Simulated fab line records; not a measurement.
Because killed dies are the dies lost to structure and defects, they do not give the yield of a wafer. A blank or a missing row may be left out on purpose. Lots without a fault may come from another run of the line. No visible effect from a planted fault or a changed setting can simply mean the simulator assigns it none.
A lot that was struck, set against a sound lot    flow nandHarc    12 out of 1159 route steps
Sound: wafers L566.2, L566.4, L566.6. Struck: wafers L563.2, L563.3, L563.5. At the end, the cause is stated.
Order at every step that has rows: each side's tool, ch and its chambers, its first start. Under that, the readings that differ: sound wafers    struck wafers    difference of the means    sigmas: that difference in standard deviations of wafers without a fault.
alike: a reading whose means differ by less than 2 such deviations, as well as words and numbers matching on both sides. not compared: withheld readings; readings where some wafer has no value; bounds like >300 that might hide an equal value; numbers whose values overlap and for which the record gives no deviation.
Wherever a step has rows on one side only, a row that says differs or no value, or a row with sigmas, the two part there. Non-overlapping numbers with no deviation appear without sigmas and do not part them. Lack of a reading on every wafer of one side parts them only where that side has two or more wafers.

first, 2 steps without rows for these wafers: NHARC_A_STAIRCASE_PRECLEAN_297 (cleans in SC1); NHARC_A_STAIRCASE_SRD_298.
NHARC_A_STAIRCASE_HM_DEP_462: deposits aC, target thk 800 nm.
  sound on aclDep-01 ch 0, day 15 04:35; struck on aclDep-03 ch 0, day 14 01:13
  alike: throttleValvePct
NHARC_A_STAIRCASE_DEP_301: deposits SiON, target thk 30 nm.
  sound on pecvd-04 ch 0,1,2, day 15 06:08; struck on pecvd-01 ch 0,1, day 14 02:47
  alike: chamberPressureTorr, heaterPowerW
then, 7 steps without rows for these wafers: NHARC_A_STAIRCASE_DEHYDRATE_302 (time 120 s); NHARC_A_STAIRCASE_HMDS_303 (time 30 s); NHARC_A_STAIRCASE_COAT_304; NHARC_A_STAIRCASE_SOFTBAKE_305 (time 170 s); NHARC_A_STAIRCASE_EBR_306; NHARC_A_STAIRCASE_EXPOSE_307 (exposes mask CHOP 50); NHARC_A_STAIRCASE_PEB_308 (peb time 130 s).
NHARC_A_STAIRCASE_DEVELOP_309: time 140 s.
  struck on lithoTrack-07, day 14 03:00; sound on lithoTrack-07 ch 0, day 15 06:00
  no value came back on the struck wafers for chillPlateTempC (C), exhaustPa (Pa); on the sound wafers chillPlateTempC (C) reads 22.91 23.02 23.01

== WHERE THEY PART ==
Only at NHARC_A_STAIRCASE_DEVELOP_309, as far as this record shows.

WHY: what the simulator had put in
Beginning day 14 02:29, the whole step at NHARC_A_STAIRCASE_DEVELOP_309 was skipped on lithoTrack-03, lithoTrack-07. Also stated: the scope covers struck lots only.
